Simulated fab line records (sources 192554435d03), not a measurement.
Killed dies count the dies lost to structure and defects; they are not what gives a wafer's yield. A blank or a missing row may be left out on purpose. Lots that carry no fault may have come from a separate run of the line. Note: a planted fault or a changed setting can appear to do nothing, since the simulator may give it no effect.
Problem report in the 8D (eight disciplines) form, filled by code | flow n5 finfet | the parts of the form that need people (team, actions taken, sign-off) are left out

1. WHAT IS WRONG
barrier field endpoint s at N5_BEOL_M15_CMP_49 reads a mean of 13.4 s on 2 wafers of 2 lots; wafers without a fault read 11.2 s with a standard deviation of 0.39. That is +5.6 standard deviations from the usual mean.
The step: polishes, stops on SiO2, t overpolish 4.9 s, target thk 850 nm.
First seen on wafer L242.4, day 14 00:10, on cmp-02. At this step, 18 wafers from 6 lots have a number in the record. The rule behind "out" and "out of limits": a value lying over 4 standard deviations away from the usual mean. All remaining wafers that have a number are taken as sound.

2. WHAT THIS IS AND IS NOT
question                    | is                       | is not
which readings at this step | barrier field endpoint s | clearing platen rpm, head pressure psi, motor current A
which lots                  | L241, L242               | L237, L244, L246, L248
which wafers of those lots  | L241.4, L242.4           | L241.2, L241.5, L242.1, L242.5
read on which tools         | cmp-02                   | cmp-03
when                        | from day 14 00:10        | up to then (5 sound wafers); but 11 sound wafers of L241, L244, L246, L248 came after

3. SUSPECTS, AND WHAT RULES EACH OUT
Counting: a tool at a process step up to the reading stays a suspect if it ran every lot that is out. Sound lots after the first of them don't rule it out here, since some wafers of a struck lot are sound.
- pvd sputter-02 at N5_BEOL_M15_DEGAS_41 (time 60 s): kept. Ran every lot that is out, first one L242 (day 13 23:16); last sound lot up to then L237 (day 12 19:02).
- pvd sputter-02 at N5_BEOL_M15_SPUTTER_43 (material TaN, target thk 15 nm, time 24.19 s): kept. Ran every lot that is out, first one L242 (day 13 23:21); last sound lot up to then L237 (day 12 19:07).
- pvd sputter-02 at N5_BEOL_M15_SPUTTER_44 (material Ta, target thk 15 nm, time 24.19 s): kept. Ran every lot that is out, first one L242 (day 13 23:26); last sound lot up to then L237 (day 12 19:12).
- rtp anneal-01 at N5_BEOL_M15_ANNEAL_48 (time 90 s): kept. It ran every lot that is out, first L242 (day 13 23:52).
- cmp-02 at N5_BEOL_M15_CMP_49 (polishes, stops on SiO2, t overpolish 4.9 s, target thk 850 nm): kept. It ran every lot that is out, first L242 (day 14 00:10). Its own barrier field endpoint s readings are out on those wafers.
Left after counting: pvd sputter-02 at N5_BEOL_M15_DEGAS_41, pvd sputter-02 at N5_BEOL_M15_SPUTTER_43, pvd sputter-02 at N5_BEOL_M15_SPUTTER_44, rtp anneal-01 at N5_BEOL_M15_ANNEAL_48, cmp-02 at N5_BEOL_M15_CMP_49.

4. THE CAUSE (what the simulator had put in)
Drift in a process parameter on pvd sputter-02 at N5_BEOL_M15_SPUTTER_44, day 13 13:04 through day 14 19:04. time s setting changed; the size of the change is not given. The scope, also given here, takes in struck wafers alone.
Counting left 5 suspects, and this tool is among them.

5. THE EFFECT CHAIN, in route order
Each row: a reading where the mean over the struck wafers with a number is more than 3 standard deviations away from the usual. Only readings for which the record gives a usual standard deviation are gone through. hours: the time from each lot's start at the first step in this table that gives one to its start at this step, as a median over the lots. sigmas: the change in usual standard deviations.
hours | step               | reading                  | usual  | on struck wafers | change | sigmas
0     | N5_BEOL_M15_CMP_49 | barrier field endpoint s | 11.2 s | 13.4             | +2.2   | +5.6
Its process steps:
- N5_BEOL_M15_CMP_49: polishes, stops on SiO2, t overpolish 4.9 s, target thk 850 nm.
Later measuring or inspecting steps at which every struck wafer that the step has a row for has a number for every such reading, and none has moved that far: N5_BEOL_M15_THK_MEAS_50.

6. HOW IT WOULD HAVE BEEN CAUGHT EARLIER
In this record no reading fell out of limits until day 14 00:10, 11 hours after the fault had begun at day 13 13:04.
Tool readings at N5_BEOL_M15_SPUTTER_44 with a usual standard deviation given in the record: none out on any struck wafer, hence no alarm at a limit of 4 standard deviations on them.
Of the lots that are out (2), L241 began N5_BEOL_M15_SPUTTER_44 on pvd sputter-02 after day 14 00:10. Putting the tool on hold at that point would have spared it.
